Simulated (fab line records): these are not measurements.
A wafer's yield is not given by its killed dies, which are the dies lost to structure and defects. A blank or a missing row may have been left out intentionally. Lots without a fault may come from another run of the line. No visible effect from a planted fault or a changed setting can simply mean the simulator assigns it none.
fab line records ; flow nandHarc
record: lots: 11; wafers: 31; lastDay: 34
route steps=1302 shown A_SGD_CUT@919 A_SLIT@937 A_SIN_REMOVE@951 END@1302
lots untouched by any fault: they come from a run of this same line in which no faults occurred
startH: hours from the record's opening day to when the first of the lot's shown wafers began ; waitH: hours since the lot's step before ; " the same as in the row above ; L1.1+2: one row covering several wafers at once ; - value missing, or start not given ; * or withheld: withheld ; < > ~ a bound
route shown NAME@n: NAME is a module with steps in the file, n the number in the route of the first one ; usual: average and standard deviation across the fault-free wafers ; same: alike in all rows ; chamber/n: place in a boat ; sites: per-site readings ; _std_site: the standard deviation of these ; _edge_site: outer sites' mean less inner sites' ; radiusMm: for every site, how far away it sits from the centre of the wafer ; mask NAME#n: copy n ; behind: tool/chamber where the wafer was last shaped ; hold: reason for holding the lot/hours on hold/outcome of the hold ; device: the n, p or np transistor that did not switch ; end of line: tests of these same wafers at the route's end ; a step without rows: its recipe alone ; killed: count of dies lost to structure and defects at first sort (not the wafer's yield) ; map: a wafer's dies, x killed, . not, _ none there
set.NAME: the setting that was run; set.NAME@STEP: the one run at that earlier step ; model.NAME: the simulator's own value behind a step, which no gauge read
route steps across a sampled set of lots; one table per step, one row per wafer
services: from which hour (startH, from the record's first day; less than 0 if before it) a tool's chamber was out of use, for how many hours, and why
== steps ==
step: NHARC_A_SGD_CUT_ETCHBACK_24
recipe: targetDepthA: 500; overEtchFrac: 0.3; timeS: 92.857; ionEnergyEv: 120; ch3fFlowSccm: 50; o2FlowSccm: 30; arFlowSccm: 200; rfW: 500; biasW: 100; chemistry: CH3F/O2
usual: drypumpMotorCurrentA: 5.6/0.37; oesProductAu: 0.97/0.036; rfVppV: 245.3/1.3; showerheadPlenumPTorr: 2.53/0.078; throttleValvePct: 20.662/0.0097
lot.wafer;tool;chamber;startH;waitH;drypumpMotorCurrentA;oesProductAu;rfHoursCounterH;rfVppV;showerheadPlenumPTorr;throttleValvePct
L105.1;rieDiel-11;1;448.16;0.1;5.1;0.94;0.8;242.8;2.36;20.664
L105.2;rieDiel-11;0;448.16;0.1;5.9;0.91;0.7;247.1;2.61;20.660
L105.6;rieDiel-11;2;448.16;0.1;5.6;0.92;-;247.0;2.60;20.644
L104.1;rieDiel-05;1;448.16;0.1;5.2;0.91;1.8;244.7;2.45;20.663
L104.2;rieDiel-05;2;448.16;0.1;5.2;0.94;1.8;245.7;2.57;20.666
L104.6;rieDiel-05;1;448.16;0.1;5.2;0.92;-;243.4;2.45;20.660
L106.4;rieDiel-05;1;462.61;0.1;5.2;0.91;2.6;242.4;2.45;20.650
L106.3;rieDiel-05;2;462.61;0.1;5.2;0.95;2.4;245.3;2.57;20.656
L106.5;rieDiel-05;1;462.61;0.1;5.2;0.93;-;243.9;2.45;20.634
L107.4;rieDiel-11;3;472.22;0.2;5.8;0.98;3.3;246.4;2.44;20.659
L107.2;rieDiel-11;0;472.22;0.2;5.9;0.98;3.8;246.7;2.61;20.662
L107.1;rieDiel-11;1;472.22;0.2;5.1;1.01;2.9;242.0;2.36;20.642
L110.2;rieDiel-11;2;489.81;0.1;5.5;1.00;6.3;247.1;2.59;20.663
L110.4;rieDiel-11;0;489.81;0.1;5.9;0.99;5.3;246.0;2.61;20.661
L110.6;rieDiel-11;3;489.81;0.1;5.8;1.00;-;245.2;2.44;20.658
L115.3;rieDiel-11;1;553.78;0.1;5.1;0.94;9.8;244.3;2.35;20.680
L115.2;rieDiel-11;2;553.78;0.1;5.6;0.92;12.1;245.5;2.59;20.669
L115.5;rieDiel-11;1;553.78;0.1;5.1;0.93;-;242.7;2.35;20.661
L118.3;rieDiel-07;1;583.06;0.2;5.9;1.00;6.4;243.6;2.49;20.669
L124.3;rieDiel-07;2;636.85;0.2;5.4;1.01;9.3;244.5;2.51;20.666
L124.2;rieDiel-07;0;636.85;0.2;6.6;1.01;8.6;248.0;2.61;20.679
L124.5;rieDiel-07;1;636.85;0.2;5.9;1.01;-;246.4;2.49;20.672
L123.2;rieDiel-07;3;636.96;0.3;5.7;1.01;9.3;247.0;2.62;20.671
L123.6;rieDiel-07;0;636.96;0.3;6.5;0.99;-;247.1;2.61;20.658
L123.5;rieDiel-07;1;636.96;0.3;5.9;1.01;-;244.4;2.49;20.660
L126.1;rieDiel-05;2;663.58;0.2;5.2;0.94;4.1;245.8;2.56;20.643
L126.4;rieDiel-05;0;663.58;0.2;5.9;0.94;4.7;245.4;2.59;20.649
L126.6;rieDiel-05;2;663.58;0.2;5.2;0.94;-;245.9;2.56;20.650
L125.4;rieDiel-05;0;667.99;0.1;6.0;0.96;4.7;245.7;2.59;20.688
L125.1;rieDiel-05;2;667.99;0.1;5.2;0.98;4.2;245.8;2.56;20.657
L125.6;rieDiel-05;1;667.99;0.1;5.2;0.96;-;244.6;2.44;20.660
step: NHARC_A_SGD_CUT_INSPECT_25
usual: rawDefectCount: 402/83
lot.wafer;tool;chamber;startH;waitH;rawDefectCount
L105.1;defectInspect-02;-;448.40;-;460
L105.2;defectInspect-02;-;448.40;-;444
L105.6;defectInspect-02;-;448.40;-;442
L104.1;defectInspect-01;-;448.45;-;443
L104.2;defectInspect-01;-;448.45;-;450
L104.6;defectInspect-01;-;448.45;-;412
L106.3;defectInspect-01;-;462.86;-;387
L106.4;defectInspect-01;-;462.86;-;389
L106.5;defectInspect-01;-;462.86;-;292
L107.1;defectInspect-02;-;472.45;-;550
L107.2;defectInspect-02;-;472.45;-;430
L107.4;defectInspect-02;-;472.45;-;384
L110.2;defectInspect-02;-;490.07;-;300
L110.4;defectInspect-02;-;490.07;-;359
L110.6;defectInspect-02;-;490.07;-;437
L115.2;defectInspect-01;-;554.03;-;315
L115.3;defectInspect-01;-;554.03;-;302
L115.5;defectInspect-01;-;554.03;-;224
L118.3;defectInspect-02;-;583.27;-;388
L124.2;defectInspect-02;-;637.11;-;438
L124.3;defectInspect-02;-;637.11;-;366
L124.5;defectInspect-02;-;637.11;-;334
L123.2;defectInspect-02;-;637.16;-;483
L123.5;defectInspect-02;-;637.16;-;449
L123.6;defectInspect-02;-;637.16;-;445
L126.1;defectInspect-01;-;663.81;-;445
L126.4;defectInspect-01;-;663.81;-;332
L126.6;defectInspect-01;-;663.81;-;334
L125.1;defectInspect-01;-;668.24;-;352
L125.4;defectInspect-01;-;668.24;-;333
L125.6;defectInspect-01;-;668.24;-;484
step: NHARC_A_SLIT_ETCH_24
recipe: targetDepthA: 1210; timeS: 60.5; cf4FlowSccm: 100; chf3FlowSccm: 30; arFlowSccm: 0; rfW: 500; biasW: 200; chemistry: CF4/CHF3
usual: drypumpMotorCurrentA: 5.7/0.52; oesProductAu: 0.963/0.019; rfVppV: 371.1/2.8; showerheadPlenumPTorr: 1.59/0.079; throttleValvePct: 16.802/0.0096
lot.wafer;tool;chamber;startH;waitH;drypumpMotorCurrentA;oesProductAu;rfHoursCounterH;rfVppV;showerheadPlenumPTorr;throttleValvePct
L105.2;rieDiel-09;0;453.35;0.1;5.9;0.971;7;374.2;1.65;16.801
L105.1;rieDiel-09;2;453.35;0.1;6.7;0.949;6;369.8;1.53;16.795
L105.6;rieDiel-09;1;453.35;0.1;5.2;0.964;-;376.4;1.68;16.790
L104.2;rieDiel-09;2;455.99;0.1;6.7;0.945;7;370.2;1.53;16.805
L104.1;rieDiel-09;0;455.99;0.1;5.9;1.003;8;372.8;1.65;16.799
L104.6;rieDiel-09;1;455.99;0.1;5.2;0.972;-;375.3;1.68;16.810
L106.4;rieDiel-10;0;468.09;0.1;5.6;0.947;3;372.1;1.66;16.793
L106.3;rieDiel-10;3;468.09;0.1;5.8;1.004;3;370.8;1.56;16.827
L106.5;rieDiel-10;1;468.09;0.1;5.7;0.957;-;366.5;1.47;16.799
L107.2;rieDiel-09;3;477.64;0.1;5.3;0.950;10;373.9;1.65;16.799
L107.1;rieDiel-09;1;477.64;0.1;5.2;0.962;9;372.4;1.68;16.799
L107.4;rieDiel-09;2;477.64;0.1;6.7;0.947;10;368.9;1.53;16.801
L110.2;rieDiel-10;0;500.06;0.1;5.6;0.967;4;374.1;1.65;16.804
L110.4;rieDiel-10;2;500.06;0.1;4.8;0.990;5;367.3;1.50;16.799
L110.6;rieDiel-10;3;500.06;0.1;5.8;0.991;-;370.1;1.56;16.812
L115.3;rieDiel-10;2;561.01;0.1;4.8;0.947;9;368.3;1.50;16.799
L115.2;rieDiel-10;0;561.01;0.1;5.6;0.986;8;372.6;1.65;16.810
L115.5;rieDiel-10;1;561.01;0.1;5.7;0.966;-;366.7;1.46;16.806
L118.3;rieDiel-08;0;588.38;0.1;5.6;0.987;3;374.3;1.68;16.794
L124.3;rieDiel-08;1;643.09;0.1;5.9;0.969;6;367.9;1.49;16.799
L124.2;rieDiel-08;3;643.09;0.1;6.3;0.971;6;371.3;1.64;16.803
L124.5;rieDiel-08;0;643.09;0.1;5.6;0.964;-;373.4;1.68;16.808
L123.2;rieDiel-10;1;644.00;0.1;5.7;0.989;2;366.2;1.46;16.816
L123.6;rieDiel-10;0;644.00;0.1;5.6;0.968;-;373.5;1.65;16.814
L123.5;rieDiel-10;1;644.00;0.1;5.7;0.991;-;368.1;1.46;16.795
L126.4;rieDiel-09;2;669.01;0.1;6.6;0.960;8;370.3;1.53;16.788
L126.1;rieDiel-09;3;669.01;0.1;5.3;0.964;8;373.2;1.65;16.806
L126.6;rieDiel-09;2;669.01;0.1;6.7;0.958;-;368.0;1.53;16.801
L125.1;rieDiel-09;2;673.40;0.1;6.7;0.920;9;369.2;1.53;16.813
L125.4;rieDiel-09;3;673.40;0.1;5.3;0.937;9;374.1;1.65;16.799
L125.6;rieDiel-09;1;673.40;0.1;5.2;0.930;-;373.2;1.68;16.800
step: NHARC_A_SLIT_ETCH_17
recipe: biasV: 900; sourceW: withheld; pressureMtorr: 20; arFlowSccm: 375; c4f8FlowSccm: 83.3; o2FlowSccm: 41.7; timeS: 4254.5; targetDepthA: 2.03e+05; chemistry: C4F8/O2/Ar
usual: drypumpMotorCurrentA: 5.7/0.53; showerheadPlenumPTorr: 3.66/0.11; throttleValvePct: 32.045/0.0088
lot.wafer;tool;chamber;startH;waitH;drypumpMotorCurrentA;rfHoursCounterH;showerheadPlenumPTorr;throttleValvePct
L105.2;harEtch-01;0;454.52;-;5.8;245;3.65;32.055
L105.1;harEtch-01;1;454.52;-;5.0;245;3.63;32.057
L105.6;harEtch-01;1;457.55;-;5.0;-;3.63;32.049
L104.1;harEtch-01;1;458.34;-;5.1;249;3.63;32.056
L104.2;harEtch-01;0;458.34;-;5.7;249;3.65;32.051
L104.6;harEtch-01;0;461.34;-;5.8;-;3.65;32.050
L106.3;harEtch-02;0;470.43;-;5.9;-;3.92;32.044
L106.4;harEtch-02;1;470.43;-;6.5;-;3.65;32.049
L106.5;harEtch-02;0;470.43;-;5.8;-;3.92;32.060
L107.1;harEtch-01;0;481.87;-;5.8;268;3.64;32.051
L107.2;harEtch-01;1;481.87;-;5.0;268;3.62;32.047
L107.4;harEtch-01;0;481.87;-;5.8;-;3.64;32.037
L110.2;harEtch-02;0;501.83;-;5.9;58;3.91;32.046
L110.4;harEtch-02;0;503.03;-;5.8;-;3.91;32.048
L110.6;harEtch-02;0;504.23;-;5.9;-;3.91;32.034
L115.2;harEtch-01;0;562.77;-;5.8;313;3.62;32.054
L115.3;harEtch-01;1;562.77;-;5.0;-;3.59;32.045
L115.5;harEtch-01;1;564.57;-;5.0;-;3.59;32.045
L118.3;harEtch-01;1;591.34;-;5.0;-;3.58;32.035
L124.2;harEtch-02;0;644.85;-;5.9;135;3.86;32.042
L124.3;harEtch-02;0;646.08;-;5.8;-;3.86;32.045
L124.5;harEtch-02;1;646.08;-;6.5;-;3.60;32.045
L123.2;harEtch-01;0;647.63;-;5.7;363;3.59;32.054
L123.5;harEtch-01;0;650.06;-;5.8;-;3.59;32.042
L123.6;harEtch-01;1;650.06;-;5.0;-;3.56;32.048
L126.1;harEtch-01;1;670.18;-;5.0;378;3.56;32.048
L126.4;harEtch-01;0;671.99;-;5.8;-;3.58;32.051
L126.6;harEtch-01;0;673.19;-;5.8;-;3.58;32.041
L125.1;harEtch-02;1;674.56;-;6.6;154;3.59;32.033
L125.4;harEtch-02;1;675.79;-;6.5;-;3.59;32.029
L125.6;harEtch-02;1;677.03;-;6.6;-;3.59;32.039
step: NHARC_A_SIN_REMOVE_INSPECT_04
usual: rawDefectCount: 411/85
lot.wafer;tool;chamber;startH;waitH;hold;rawDefectCount
L105.1;defectInspect-01;-;466.22;0.0;-;445
L105.2;defectInspect-01;-;466.22;0.0;-;413
L105.6;defectInspect-01;-;466.22;0.0;-;388
L104.1;defectInspect-01;-;469.97;0.1;-;470
L104.2;defectInspect-01;-;469.97;0.1;-;488
L104.6;defectInspect-01;-;469.97;0.1;-;405
L106.3;defectInspect-02;-;480.99;0.0;-;357
L106.4;defectInspect-02;-;480.99;0.0;-;342
L106.5;defectInspect-02;-;480.99;0.0;-;302
L107.1;defectInspect-02;-;493.49;0.0;-;580
L107.2;defectInspect-02;-;493.49;0.0;-;428
L107.4;defectInspect-02;-;493.49;0.0;-;360
L110.2;defectInspect-02;-;512.88;0.0;-;304
L110.4;defectInspect-02;-;512.88;0.0;-;337
L110.6;defectInspect-02;-;512.88;0.0;-;404
L115.2;defectInspect-02;-;573.85;0.0;awaitDispo/0.2h/release;395
L115.3;defectInspect-02;-;573.85;0.0;awaitDispo/0.2h/release;863
L115.5;defectInspect-02;-;573.85;0.0;awaitDispo/0.2h/release;774
L115.2;defectInspect-02;-;574.02;0.2;-;383
L115.3;defectInspect-02;-;574.02;0.2;-;864
L115.5;defectInspect-02;-;574.02;0.2;-;773
L118.3;defectInspect-01;-;601.13;0.0;awaitDispo/0.2h/release;918
L118.3;defectInspect-01;-;601.30;0.2;-;906
L124.2;defectInspect-02;-;655.51;0.0;-;454
L124.3;defectInspect-02;-;655.51;0.0;-;385
L124.5;defectInspect-02;-;655.51;0.0;-;317
L123.2;defectInspect-01;-;659.25;0.0;-;484
L123.5;defectInspect-01;-;659.25;0.0;-;435
L123.6;defectInspect-01;-;659.25;0.0;-;459
L126.1;defectInspect-01;-;681.84;0.0;-;469
L126.4;defectInspect-01;-;681.84;0.0;-;382
L126.6;defectInspect-01;-;681.84;0.0;-;351
L125.1;defectInspect-01;-;686.39;0.0;-;335
L125.4;defectInspect-01;-;686.39;0.0;-;303
L125.6;defectInspect-01;-;686.39;0.0;-;431
step: NHARC_END_SORT_01
recipe: tempC: 25
usual: killedAtArray: 63/27; killedAtOther: 0.7/1.2; killedAtPeriphery: 3.1/2; killedDies: 67/28; killedOpen: 3.0/1.9; killedShort: 2.2/1.5
same: grossDies: 677
lot.wafer;tool;chamber;startH;waitH;killedAtArray;killedAtOther;killedAtPeriphery;killedDies;killedOpen;killedShort
L115.2;prober-01;0;684.99;2.8;55;2;4;61;2;3
L115.3;prober-01;0;685.79;3.1;102;2;6;110;3;2
L115.5;prober-01;0;687.38;3.7;105;3;6;114;2;4
L118.3;prober-02;0;719.36;3.1;108;0;8;116;2;0
killed by level:class
L115.2 A_SLIT:chamberFilmFlake=28 A_CHANNEL_HOLE_D2:chamberFilmFlake=10 A_CHANNEL_HOLE_D1:chamberFilmFlake=7 A_CHANNEL_FILL_D2:chamberFilmFlake=2 A_STAIRCASE:chamberFilmFlake=2 A_ONON_D1:geometricParticle:open=1 A_ONON_D2:geometricParticle:short=1 A_WL_FILL:geometricParticle:open=1
L115.3 A_SLIT:unspecified=76 A_SLIT:chamberFilmFlake=8 A_CHANNEL_HOLE_D1:chamberFilmFlake=4 A_CHANNEL_HOLE_D2:chamberFilmFlake=4 A_STAIRCASE:chamberFilmFlake=3 P_CONTACT:chamberFilmFlake=2 A_CHANNEL_FILL_D2:chamberFilmFlake=2 THIN_TSV:chamberFilmFlake=2
L115.5 A_SLIT:unspecified=71 A_SLIT:chamberFilmFlake=13 A_CHANNEL_HOLE_D2:chamberFilmFlake=7 P_CONTACT:chamberFilmFlake=3 A_CHANNEL_HOLE_D1:chamberFilmFlake=3 A_CHANNEL_FILL_D1:chamberFilmFlake=3 A_CONTACT:chamberFilmFlake=3 A_CHANNEL_FILL_D2:chamberFilmFlake=2
L118.3 A_SLIT:unspecified=82 A_CONTACT:chamberFilmFlake=6 P_M1:chamberFilmFlake=5 A_WL_FILL:chamberFilmFlake=4 A_SLIT:chamberFilmFlake=3 P_GATE:chamberFilmFlake=3 A_BLC:chamberFilmFlake=3 A_CHANNEL_FILL_D2:geometricParticle:open=2
== services ==
tool;chamber;startH;hours;kind
rieDiel-11;-;432.50;9.0;pm
rieDiel-05;0;437.73;16.6;repair
rieDiel-05;2;452.01;1.8;repair
rieDiel-11;1;453.09;8.7;repair
rieDiel-11;3;466.59;4.1;repair
rieDiel-07;-;471.39;9.0;pm
rieDiel-09;3;472.37;2.2;repair
harEtch-02;-;476.05;9.4;repair
rieDiel-05;2;476.37;4.7;repair
rieDiel-09;1;495.52;11.2;repair
rieDiel-09;-;497.95;9.0;pm
rieDiel-05;1;506.92;2.6;repair
rieDiel-11;2;512.38;2.8;repair
rieDiel-05;2;516.95;6.4;repair
harEtch-02;-;527.17;2.2;repair
harEtch-02;-;531.11;12.9;repair
rieDiel-10;1;540.63;16.2;repair
rieDiel-07;-;553.94;0.2;repair
rieDiel-07;0;556.27;7.9;repair
rieDiel-05;-;583.60;9.0;pm
rieDiel-10;-;596.50;9.0;pm
rieDiel-11;3;601.21;6.4;repair
rieDiel-11;-;609.50;9.0;pm
rieDiel-09;-;674.95;9.0;pm
== key ==
firstSign: step: NHARC_A_SIN_REMOVE_INSPECT_04; reading: visit; direction: added
effect: step: NHARC_A_SIN_REMOVE_INSPECT_04; reading: rawDefectCount; direction: up; sigmas: 5.2; usual: 411; struck: 852
moreKillsBornAt: NHARC_A_SLIT_ETCH_17@harEtch-01: 148
metAt NHARC_A_SLIT_ETCH_17
struckLots L115,L118
struckWafers L115.3,L115.5,L118.3
testerLeftOut L115,L118
notActingAt NHARC_A_SGD_CUT_ETCHBACK_24,NHARC_A_SGD_CUT_INSPECT_25,NHARC_A_SLIT_ETCH_24
onsetBetween 481.87 562.77
fault: kind: chamberParticleSource; tool: harEtch-01; chamber: 1; onsetH: 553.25; steps: NHARC_A_SLIT_ETCH_17; ratePerVisitCm2: 0.8042; endH: 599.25
testerLeftOut: of these lots the tester's yield and bins aren't shown, on N5 and GAA mostly nor the transistor test; their killed dies are dies lost to structure and defects alone, not to doping, threshold or leakage, so they don't give the yield
